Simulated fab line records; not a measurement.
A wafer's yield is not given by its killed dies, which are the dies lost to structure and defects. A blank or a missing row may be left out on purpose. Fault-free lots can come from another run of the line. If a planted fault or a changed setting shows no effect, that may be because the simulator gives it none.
Which tool did it? || flow n5Finfet || 12 lots with 36 wafers sampled at 3 steps, on a route of 1938 steps

== WHAT THE GAUGES SHOWED, per wafer ==
N5_BEOL_M3_RS_MEAS_58: measurement is done with a four-point probe.
{"lot": "L075", "measured": "day 7 14:04", "on": "filmMetro-01", "M3_RS (ohm/sq)": "0.68 0.67 0.67"}
{"lot": "L076", "measured": "day 8 04:05", "on": "filmMetro-02", "M3_RS (ohm/sq)": "0.62 0.65 0.68"}
{"lot": "L079", "measured": "day 9 11:20", "on": "filmMetro-02", "M3_RS (ohm/sq)": "0.69 0.67 0.66"}
{"lot": "L081", "measured": "day 9 21:38", "on": "filmMetro-02", "M3_RS (ohm/sq)": "0.66 0.65 0.63"}
{"lot": "L083", "measured": "day 10 06:02", "on": "filmMetro-02", "M3_RS (ohm/sq)": "0.68 0.63 0.63"}
{"lot": "L086", "measured": "day 10 12:14", "on": "filmMetro-01", "M3_RS (ohm/sq)": "0.62 0.60 0.67"}
{"lot": "L088", "measured": "day 11 02:44", "on": "filmMetro-02", "M3_RS (ohm/sq)": "0.69 0.57 0.58"}
{"lot": "L090", "measured": "day 11 17:47", "on": "filmMetro-01", "M3_RS (ohm/sq)": "0.72 0.67 0.67"}
{"lot": "L091", "measured": "day 12 07:10", "on": "filmMetro-02", "M3_RS (ohm/sq)": "0.64 0.61 0.62"}
{"lot": "L093", "measured": "day 12 09:51", "on": "filmMetro-02", "M3_RS (ohm/sq)": "0.66 0.61 0.64"}
{"lot": "L095", "measured": "day 13 13:15", "on": "filmMetro-01", "M3_RS (ohm/sq)": "0.67 0.61 0.63"}
{"lot": "L097", "measured": "day 13 18:48", "on": "filmMetro-01", "M3_RS (ohm/sq)": "0.66 0.65 0.66"}

== TOOL THAT RAN EACH LOT (tool first, then ch and the chambers of the sampled wafers, then the start) ==
{"lot": "L075", "N5_BEOL_M3_ANNEAL_91": "pvdSputter-01, day 7 12:26", "N5_BEOL_M3_PRE_CLEAN_60": "cvdCo-02 ch 0,1,2, day 7 13:50"}
{"lot": "L076", "N5_BEOL_M3_ANNEAL_91": "pvdSputter-02, day 8 02:31", "N5_BEOL_M3_PRE_CLEAN_60": "cvdCo-02 ch 0,1,2, day 8 03:53"}
{"lot": "L079", "N5_BEOL_M3_ANNEAL_91": "pvdSputter-03, day 9 09:41", "N5_BEOL_M3_PRE_CLEAN_60": "cvdCo-01 ch 0,1, day 9 11:05"}
{"lot": "L081", "N5_BEOL_M3_ANNEAL_91": "pvdSputter-02, day 9 20:01", "N5_BEOL_M3_PRE_CLEAN_60": "cvdCo-02 ch 1,2, day 9 21:25"}
{"lot": "L083", "N5_BEOL_M3_ANNEAL_91": "pvdSputter-03, day 10 04:22", "N5_BEOL_M3_PRE_CLEAN_60": "cvdCo-01 ch 0,1,2, day 10 05:49"}
{"lot": "L086", "N5_BEOL_M3_ANNEAL_91": "pvdSputter-02, day 10 10:07", "N5_BEOL_M3_PRE_CLEAN_60": "cvdCo-01 ch 1,2, day 10 12:01"}
{"lot": "L088", "N5_BEOL_M3_ANNEAL_91": "pvdSputter-03, day 11 01:07", "N5_BEOL_M3_PRE_CLEAN_60": "cvdCo-01 ch 1,2, day 11 02:31"}
{"lot": "L090", "N5_BEOL_M3_ANNEAL_91": "pvdSputter-03, day 11 16:10", "N5_BEOL_M3_PRE_CLEAN_60": "cvdCo-02 ch 0,1,2, day 11 17:34"}
{"lot": "L091", "N5_BEOL_M3_ANNEAL_91": "pvdSputter-03, day 12 05:31", "N5_BEOL_M3_PRE_CLEAN_60": "cvdCo-01 ch 0,1,2, day 12 06:56"}
{"lot": "L093", "N5_BEOL_M3_ANNEAL_91": "pvdSputter-03, day 12 08:14", "N5_BEOL_M3_PRE_CLEAN_60": "cvdCo-01 ch 0,1,2, day 12 09:38"}
{"lot": "L095", "N5_BEOL_M3_ANNEAL_91": "pvdSputter-01, day 13 11:35", "N5_BEOL_M3_PRE_CLEAN_60": "cvdCo-02 ch 0,1,2, day 13 13:00"}
{"lot": "L097", "N5_BEOL_M3_ANNEAL_91": "pvdSputter-02, day 13 17:07", "N5_BEOL_M3_PRE_CLEAN_60": "cvdCo-02 ch 1,2, day 13 18:32"}
- N5_BEOL_M3_ANNEAL_91: time 240 s.
- N5_BEOL_M3_PRE_CLEAN_60: time 15 s.

== THE ANSWER, worked out from the rows above alone ==
Rule: usual is defined by the lots themselves. Put in order of their means at a reading, lots are off if they are a third of the lots or fewer, leave a main group of 4 or more, and stand apart from it by a gap of 3 or more times the standard deviation of the main group's means; of several such gaps the widest counts. A main group is skipped when, at the precision printed for the reading in the tables above, its means are all equal. A lot without any number at a reading at which 4 lots or more have one is off too. All remaining lots with rows at the step are treated as sound.
No lot is off on any of the readings shown, so nothing can be concluded from this.

== WHAT WAS PUT IN BY THE SIMULATOR ==
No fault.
